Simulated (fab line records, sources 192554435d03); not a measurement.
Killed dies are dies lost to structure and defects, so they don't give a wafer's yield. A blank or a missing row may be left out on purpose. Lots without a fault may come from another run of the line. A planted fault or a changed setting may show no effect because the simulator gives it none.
Which tool did it? | flow n5_finfet | 9 lots, 26 wafers sampled, at 3 steps of a route of 1938

WHAT THE GAUGES READ, wafer by wafer
N5_BEOL_M7_THK_MEAS_53: measures by xrf.
lot  | measured     | on            | M7_THK (nm)
L189 | day 10 05:43 | film_metro-02 | 81.3 77.4 81.4
L190 | day 10 19:49 | film_metro-01 | 76.8 76.7 81.9
L195 | day 12 09:39 | film_metro-01 | 81.8 187.2 82.3
L196 | day 12 17:59 | film_metro-01 | 74.8 190.8 195.8
L199 | day 13 04:44 | film_metro-02 | 179.3 181.1
L205 | day 14 10:17 | film_metro-02 | 82.5 79.5 79.0
L207 | day 14 16:55 | film_metro-02 | 79.3 84.4 80.6
L210 | day 16 00:21 | film_metro-01 | 82.9 81.1 82.3
L211 | day 16 04:25 | film_metro-01 | 76.1 79.3 79.1

WHICH TOOL RAN EACH LOT (tool, then ch and the chambers of the sampled wafers, then the start)
lot  | N5_BEOL_M7_ETCH_66                 | N5_BEOL_M7_CMP_52
L189 | rie_diel-02 ch 0,1, day 10 01:23   | cmp-01 ch 0,1,3, day 10 05:25
L190 | rie_diel-04 ch 0,1, day 10 14:49   | cmp-03 ch 0,1,2, day 10 19:38
L195 | rie_diel-04 ch 0,2,3, day 12 07:07 | cmp-03 ch 1,2, day 12 09:22
L196 | rie_diel-05 ch 1,3, day 12 13:45   | cmp-03 ch 1,2,3, day 12 17:43
L199 | rie_diel-05 ch 1,2, day 12 23:49   | cmp-03 ch 0,3, day 13 04:29
L205 | rie_diel-02 ch 0,1,2, day 14 06:58 | cmp-02 ch 0,1,3, day 14 10:00
L207 | rie_diel-02 ch 1,2,3, day 14 12:47 | cmp-02 ch 0,2,3, day 14 16:37
L210 | rie_diel-02 ch 1,3, day 15 21:38   | cmp-03 ch 0,1,3, day 16 00:04
L211 | rie_diel-05 ch 1,2, day 16 01:36   | cmp-03 ch 0,2,3, day 16 04:12
- N5_BEOL_M7_ETCH_66: etches SOC in N2/H2, target depth 80 nm, overetch 16 nm, time 120 s.
- N5_BEOL_M7_CMP_52: polishes, stops on SiCOH lowk, t overpolish 6.9 s, target thk 80 nm.

THE ANSWER, worked out from the rows above alone
Rule: what is usual is taken from the lots themselves. Put in order of their means at a reading, lots are off if they are a third of the lots or fewer, leave a main group of 4 or more, and stand apart from it by a gap of 3 or more times the standard deviation of the main group's means; of several such gaps the widest counts. A main group whose means are all the same, to the digits that the tables above print for the reading, isn't used. A lot without any number at a reading at which 4 lots or more have one is off too. The other lots that the step has rows for count as sound.
Off: L195, L196, L199, at N5_BEOL_M7_THK_MEAS_53 (M7_THK). The main group: mean 80.1 nm, standard deviation 1.4.
A tool fits if, at a process step before that reading, it ran every lot that is off, and no sound lot after the first of them. The gauges at N5_BEOL_M7_THK_MEAS_53 are tried like those tools. None of those tried fits.

WHAT THE SIMULATOR HAD PUT IN
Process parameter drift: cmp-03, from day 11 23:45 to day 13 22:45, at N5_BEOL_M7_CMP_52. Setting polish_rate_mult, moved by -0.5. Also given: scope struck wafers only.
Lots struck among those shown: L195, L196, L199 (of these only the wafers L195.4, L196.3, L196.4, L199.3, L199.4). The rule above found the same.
